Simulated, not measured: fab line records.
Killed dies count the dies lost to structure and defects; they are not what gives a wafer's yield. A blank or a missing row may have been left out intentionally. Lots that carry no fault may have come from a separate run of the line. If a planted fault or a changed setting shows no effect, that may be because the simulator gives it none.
Which tool did it?	flow n5 finfet	Sampling: 10 lots, 28 wafers, 4 of 1938 route steps

== WHAT THE GAUGES SHOWED, per wafer ==
N5_BEOL_M6_OCD_MEAS_38.
lot	measured	on	trench depth nm (nm)
L891	day 10 07:01	ocd-01	93.4 95.2 92.6
L895	day 10 23:32	ocd-02	93.6 95.1 97.7
L893	day 11 10:07	ocd-02	96.2 94.9 93.9
L896	day 11 19:47	ocd-02	92.1 93.6 94.7
L898	day 12 04:07	ocd-02	93.2 94.8
L901	day 12 15:09	ocd-01	92.5 95.6 95.2
L902	day 13 09:13	ocd-01	92.6 93.2
L908	day 14 09:08	ocd-01	95.2 95.1 92.4
L909	day 14 15:36	ocd-01	96.2 93.6 95.9
L910	day 14 16:06	ocd-02	94.8 92.4 95.6

== EACH LOT AND THE TOOL THAT RAN IT (in order: tool; ch and the chambers of the sampled wafers; start) ==
lot	N5_BEOL_M6_ETCH_65	N5_BEOL_M6_ETCH_66	N5_BEOL_M6_TRENCH_ETCH_37
L891	rie diel-05 ch 0,1,3, day 10 06:38	rie diel-05 ch 0,1,3, day 10 06:40	rie diel-05 ch 0,1,3, day 10 07:01 or earlier
L895	rie diel-04 ch 0,1,2, day 10 23:10	rie diel-04 ch 0,1,2, day 10 23:11	rie diel-04 ch 0,1,2, day 10 23:32 or earlier
L893	rie diel-05 ch 0,2,3, day 11 09:44	rie diel-05 ch 0,2,3, day 11 09:46	rie diel-05 ch 0,2,3, day 11 10:07 or earlier
L896	rie diel-05 ch 0,1,3, day 11 19:24	rie diel-05 ch 0,1,3, day 11 19:26	rie diel-05 ch 0,1,3, day 11 19:47 or earlier
L898	rie diel-05 ch 0,3, day 12 03:45	rie diel-05 ch 0,3, day 12 03:46	rie diel-05 ch 0,3, day 12 04:07 or earlier
L901	rie diel-05 ch 1,2,3, day 12 14:46	rie diel-05 ch 1,2,3, day 12 14:48	rie diel-05 ch 1,2,3, day 12 15:09 or earlier
L902	rie diel-05 ch 0,3, day 13 08:51	rie diel-05 ch 0,3, day 13 08:53	rie diel-05 ch 0,3, day 13 09:13 or earlier
L908	rie diel-04 ch 0,1,2, day 14 08:46	rie diel-04 ch 0,1,2, day 14 08:47	rie diel-04 ch 0,1,2, day 14 09:08 or earlier
L909	rie diel-03 ch 0,1, day 14 15:14	rie diel-03 ch 0,1, day 14 15:16	rie diel-03 ch 0,1, day 14 15:36 or earlier
L910	rie diel-04 ch 0,1,2, day 14 15:43	rie diel-04 ch 0,1,2, day 14 15:45	rie diel-04 ch 0,1,2, day 14 16:06 or earlier
- N5_BEOL_M6_ETCH_65: etches SiARC in CF4, target depth 15.6 nm, time 26 s.
- N5_BEOL_M6_ETCH_66: etches SOC in N2/H2, target depth 80 nm, overetch 16 nm, time 120 s.
- N5_BEOL_M6_TRENCH_ETCH_37: etches SiCOH lowk in C4F6/O2, target depth 94.435 nm, time 31.5 s.

== THE ANSWER, worked out from the rows above alone ==
Rule: what is usual is taken from the lots themselves. The widest of any qualifying gaps counts: lots, ordered by their means at a reading, are off when they make up no more than a third of the lots, leave a main group of 4 or more, and stand apart from it by 3 or more times the standard deviation of that group's means. The tables above print the reading to a certain number of digits; a main group whose means all agree to those digits is not used. A lot without any number at a reading at which 4 lots or more have one is off too. The other lots that the step has rows for count as sound.
Across all readings shown, no lot is off: no conclusion can be drawn from this.

== WHAT THE SIMULATOR HAD INSERTED ==
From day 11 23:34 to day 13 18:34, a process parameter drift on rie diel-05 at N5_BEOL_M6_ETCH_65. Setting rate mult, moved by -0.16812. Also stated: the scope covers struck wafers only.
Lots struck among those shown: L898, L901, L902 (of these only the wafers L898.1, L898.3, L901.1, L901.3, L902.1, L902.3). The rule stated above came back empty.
